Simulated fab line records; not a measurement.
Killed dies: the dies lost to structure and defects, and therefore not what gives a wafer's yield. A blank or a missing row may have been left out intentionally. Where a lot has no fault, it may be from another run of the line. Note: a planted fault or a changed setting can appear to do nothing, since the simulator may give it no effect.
Which tool did it? / flow n5-finfet / 12 lots, 36 wafers sampled, at 2 steps of a route of 1938

WHAT EACH GAUGE READ, for each wafer
N5_BEOL_M2_CD_MEAS_11 targets a cd of 16.79 nm.
lot=L075; measured=day 6 15:25; on=cd-sem-03; cd-nm (nm)=17.51 17.28 16.73
lot=L077; measured=day 7 08:49; on=cd-sem-02; cd-nm (nm)=17.00 17.16 16.79
lot=L079; measured=day 7 22:11; on=cd-sem-03; cd-nm (nm)=16.68 16.81 16.97
lot=L083; measured=day 8 19:37; on=cd-sem-03; cd-nm (nm)=16.58 16.74 16.29
lot=L080; measured=day 9 02:46; on=cd-sem-03; cd-nm (nm)=16.58 17.11 16.53
lot=L085; measured=day 9 08:37; on=cd-sem-02; cd-nm (nm)=16.89 16.60 17.12
lot=L087; measured=day 9 18:18; on=cd-sem-02; cd-nm (nm)=16.87 16.72 16.87
lot=L089; measured=day 10 08:25; on=cd-sem-03; cd-nm (nm)=16.65 16.72 16.91
lot=L090; measured=day 10 23:56; on=cd-sem-01; cd-nm (nm)=16.62 17.01 16.98
lot=L092; measured=day 11 01:54; on=cd-sem-01; cd-nm (nm)=16.80 16.83 16.65
lot=L096; measured=day 12 00:38; on=cd-sem-03; cd-nm (nm)=17.27 16.96 16.91
lot=L097; measured=day 12 08:58; on=cd-sem-01; cd-nm (nm)=17.44 16.91 16.94

EACH LOT AND THE TOOL THAT RAN IT (in order: tool; ch and the chambers of the sampled wafers; start)
lot=L075; N5_BEOL_M2_HM_DEP_02=pvd-sputter-02, day 6 13:28
lot=L077; N5_BEOL_M2_HM_DEP_02=pvd-sputter-02, day 7 08:25
lot=L079; N5_BEOL_M2_HM_DEP_02=pvd-sputter-03, day 7 21:47
lot=L083; N5_BEOL_M2_HM_DEP_02=pvd-sputter-02, day 8 19:06
lot=L080; N5_BEOL_M2_HM_DEP_02=pvd-sputter-01, day 9 02:22
lot=L085; N5_BEOL_M2_HM_DEP_02=pvd-sputter-03, day 9 08:13
lot=L087; N5_BEOL_M2_HM_DEP_02=pvd-sputter-01, day 9 17:47
lot=L089; N5_BEOL_M2_HM_DEP_02=pvd-sputter-01, day 10 07:49
lot=L090; N5_BEOL_M2_HM_DEP_02=pvd-sputter-03, day 10 23:25
lot=L092; N5_BEOL_M2_HM_DEP_02=pvd-sputter-03, day 11 01:22
lot=L096; N5_BEOL_M2_HM_DEP_02=pvd-sputter-02, day 12 00:07
lot=L097; N5_BEOL_M2_HM_DEP_02=pvd-sputter-02, day 12 07:27
- N5_BEOL_M2_HM_DEP_02: deposits TiN, target thk 20 nm.

THE ANSWER, worked out from the rows above alone
Rule: what is usual is taken from the lots themselves. Put in order of their means at a reading, lots are off if they are a third of the lots or fewer, leave a main group of 4 or more, and stand apart from it by a gap of 3 or more times the standard deviation of the main group's means; of several such gaps the widest counts. Not used: any main group whose means are identical at the precision the tables above print for the reading. Also off: a lot with no number at a reading for which 4 or more lots have one. Where the step has rows for the other lots, those lots are counted as sound.
None of the lots is off at any reading shown; this tells nothing.

WHAT THE SIMULATOR PUT IN
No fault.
